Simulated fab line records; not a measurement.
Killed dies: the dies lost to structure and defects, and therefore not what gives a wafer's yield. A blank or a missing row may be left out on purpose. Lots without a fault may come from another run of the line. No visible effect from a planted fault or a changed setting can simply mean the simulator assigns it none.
A struck lot beside a sound one | flow nand-harc | 14 steps out of a route of 1159
Sound: wafers L170.1, L170.2, L170.3. Struck: wafer L179.2 (L179.1, L179.5, from the same lot, were not struck and are left out); the cause is given at the end.
Each step with rows lists, per side, the tool, then ch with its chambers, then its first start. Under that, the readings that differ: sound wafers | struck wafers | difference of the means | sigmas: that difference in standard deviations of wafers without a fault.
alike: words and numbers the same on both sides, and readings whose means are apart by under 2 such deviations; not compared: readings that were withheld, readings missing a value for some wafer, numbers with overlapping values and no deviation given by the record, and bounds like >300 which may hide the same value.
A row with sigmas, a row that says differs or no value, or rows on one side alone: a step with any of these is where the two part. Numbers that have no deviation but don't overlap get no sigmas and don't part them. A reading missing from all wafers of one side parts the sides only when that side holds two or more wafers.

first, 7 steps without rows for these wafers: NHARC_A_CONTACT_COAT_35 (time 65 s); NHARC_A_CONTACT_COAT_36 (resist thk 90 nm); NHARC_A_CONTACT_SOFTBAKE_37 (time 55 s); NHARC_A_CONTACT_EBR_38; NHARC_A_CONTACT_EXPOSE_39 (exposes mask A CC 3); NHARC_A_CONTACT_PEB_40 (peb time 65 s); NHARC_A_CONTACT_DEVELOP_41 (develop time 35 s).
NHARC_A_CONTACT_CD_MEAS_42: target cd 200 nm.
  sound on cd-sem-02 ch 0, day 18 18:59; struck on cd-sem-01 ch 0, day 20 13:53
  alike: cd-nm
NHARC_A_CONTACT_OVL_MEAS_43:
  struck on overlay-02, day 20 13:59; sound on overlay-02, day 18 19:05
  alike: overlay-x-nm, overlay-y-nm
NHARC_A_CONTACT_INSPECT_44:
  struck on defect-inspect-02, day 20 14:01; sound on defect-inspect-01, day 18 19:07
  reading          | sound    | struck | difference | sigmas
  raw-defect-count | 42 45 37 | 11     | -30        | -2
NHARC_A_CONTACT_DESCUM_47: chemistry O2, time 3 s.
  sound on rie-diel-02 ch 0,1,2, day 18 19:11; struck on rie-diel-02 ch 1, day 20 14:04
  reading                | sound    | struck | difference | sigmas
  rf-hours-counter-h (h) | 34 35 32 | 54     | +20        |
  alike: chamber-pressure-mTorr, drypump-motor-current-A, oes-product-au, rf-vpp-V, showerhead-plenum-p-Torr, throttle-valve-pct
NHARC_A_CONTACT_ETCH_48: etches the open film in CF4, target depth 39 nm, time 65 s.
  sound on rie-diel-02 ch 0,1,2, day 18 19:16; struck on rie-diel-02 ch 1, day 20 14:10
  reading                        | sound             | struck | difference | sigmas
  chamber-pressure-mTorr (mTorr) | 50.00 49.99 49.97 | 50.09  | +0.10      | +2
  rf-hours-counter-h (h)         | 32 35 35          | 54     | +20        |
  alike: drypump-motor-current-A, oes-product-au, rf-vpp-V, run-length-s, showerhead-plenum-p-Torr, throttle-valve-pct
NHARC_A_CONTACT_ETCH_49: etches the open film in N2/H2, target depth 260 nm, time 475.3 s.
  sound on rie-diel-02 ch 0,1,3, day 18 19:22; struck on rie-diel-02 ch 0, day 20 14:19
  reading                        | sound                | struck | difference | sigmas
  chamber-pressure-mTorr (mTorr) | 29.954 30.000 29.989 | 30.055 | +0.074     | +3
  rf-hours-counter-h (h)         | 35 32 31             | 52     | +19        |
  run-length-s (s)               | 496.3 496.7 496.9    | 340.4  | -156.2     | -99 or more
  alike: drypump-motor-current-A, oes-product-au, rf-vpp-V, showerhead-plenum-p-Torr, throttle-valve-pct
NHARC_A_CONTACT_ETCH_50: etches the open film in CF4/CHF3, target depth 84.7 nm, time 42.4 s.
  sound on rie-diel-02 ch 0,1,2; struck on rie-diel-02 ch 2
  reading                | sound                | struck | difference | sigmas
  rf-hours-counter-h (h) | 35 35 32             | 54     | +20        |
  throttle-valve-pct (%) | 16.804 16.805 16.797 | 16.822 | +0.020     | +2
  alike: chamber-pressure-mTorr, drypump-motor-current-A, oes-product-au, rf-vpp-V, run-length-s, showerhead-plenum-p-Torr

WHERE THEY PART
Last at NHARC_A_CONTACT_ETCH_50 as far as this record goes, first at NHARC_A_CONTACT_INSPECT_44.

WHY: what the simulator had put in
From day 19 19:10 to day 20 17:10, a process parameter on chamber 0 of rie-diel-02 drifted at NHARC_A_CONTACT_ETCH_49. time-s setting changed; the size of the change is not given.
